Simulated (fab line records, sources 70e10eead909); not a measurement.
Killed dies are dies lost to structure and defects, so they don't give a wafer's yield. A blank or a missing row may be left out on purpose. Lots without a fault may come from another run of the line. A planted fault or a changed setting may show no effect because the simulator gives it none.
Chamber matching | flow nand_harc | NHARC_A_CHANNEL_FILL_D1_STRIP_28 on rie_diel-06: 4 sister chambers
The step strips in O2, time 20 s. 24 wafers are shown with their chamber, then 12 later ones without.

WAFERS WITH THEIR CHAMBER
wafer  | chamber | showerhead_plenum_p_Torr (Torr) | drypump_motor_current_A (A) | oes_product_au (a.u.)
L075.1 | 0       | 3.59                            | 5.7                         | 1.013
L075.5 | 3       | 3.64                            | 6.1                         | 1.009
L075.6 | 0       | 3.59                            | 5.7                         | 1.008
L077.2 | 1       | 3.68                            | 5.5                         | 1.000
L077.5 | 0       | 3.59                            | 5.7                         | 1.020
L077.6 | 1       | 3.68                            | 5.5                         | 0.993
L079.3 | 1       | 3.68                            | 5.6                         | 0.990
L079.5 | 1       | 3.68                            | 5.5                         | 0.993
L079.6 | 2       | 3.53                            | 6.7                         | 0.986
L082.3 | 1       | 3.68                            | 5.5                         | 1.001
L082.4 | 2       | 3.53                            | 6.7                         | 0.986
L082.5 | 3       | 3.64                            | 6.1                         | 1.008
L085.2 | 0       | 3.59                            | 5.7                         | 0.991
L085.3 | 3       | 3.64                            | 6.1                         | 1.014
L085.4 | 1       | 3.68                            | 5.6                         | 0.989
L086.1 | 1       | 3.68                            | 5.6                         | 1.000
L086.2 | 3       | 3.64                            | 6.1                         | 1.016
L086.3 | 0       | 3.59                            | 5.8                         | 0.991
L086.4 | 2       | 3.53                            | 6.7                         | 0.998
L086.5 | 1       | 3.68                            | 5.6                         | 0.992
L086.6 | 2       | 3.53                            | 6.7                         | 1.000
L088.2 | 2       | 3.52                            | 6.8                         | 1.016
L088.3 | 1       | 3.68                            | 5.5                         | 0.998
L088.5 | 1       | 3.68                            | 5.5                         | 1.002

SIGNATURES (means of the wafers above)
reading                  | chamber 0 | chamber 1 | chamber 2 | chamber 3 | scatter within a chamber
showerhead_plenum_p_Torr | 3.5900    | 3.6800    | 3.5280    | 3.6400    | 0.002
drypump_motor_current_A  | 5.720     | 5.540     | 6.720     | 6.100     | 0.0447
oes_product_au           | 1.00460   | 0.99580   | 0.99720   | 1.01175   | 0.00884
Rule: a wafer's distance from a chamber is the root of the sum, over the readings, of the square of ((its reading less the chamber's mean) divided by the reading's scatter). The wafer belongs to the nearest chamber; if the next one is less than 2 further off, it can't be placed. The scatter: the root of (the sum of the squares of (reading less its chamber's mean) over the shown wafers, divided by (wafers less chambers)).

WAFERS WITHOUT THEIR CHAMBER
wafer  | showerhead_plenum_p_Torr (Torr) | drypump_motor_current_A (A) | oes_product_au (a.u.)
L091.1 | 3.63                            | 6.1                         | 1.010
L091.3 | 3.58                            | 5.7                         | 1.008
L091.4 | 3.52                            | 6.7                         | 1.014
L092.1 | 3.63                            | 6.1                         | 1.021
L092.2 | 3.58                            | 5.8                         | 1.004
L092.5 | 3.58                            | 5.7                         | 0.993
L093.3 | 3.58                            | 5.7                         | 1.003
L093.5 | 3.63                            | 6.1                         | 1.006
L093.6 | 3.68                            | 5.6                         | 0.994
L095.2 | 3.63                            | 6.1                         | 1.012
L095.5 | 3.52                            | 6.7                         | 0.998
L095.6 | 3.68                            | 5.5                         | 1.000

WHICH CHAMBER EACH WENT THROUGH
wafer  | from the rows above | in truth
L091.1 | 3                   | 3
L091.3 | 0                   | 0
L091.4 | 2                   | 2
L092.1 | 3                   | 3
L092.2 | 0                   | 0
L092.5 | 0                   | 0
L093.3 | 0                   | 0
L093.5 | 3                   | 3
L093.6 | 1                   | 1
L095.2 | 3                   | 3
L095.5 | 2                   | 2
L095.6 | 1                   | 1
Placed correctly: 12 of 12. Can't be placed from these rows: 0. Placed wrongly: 0.
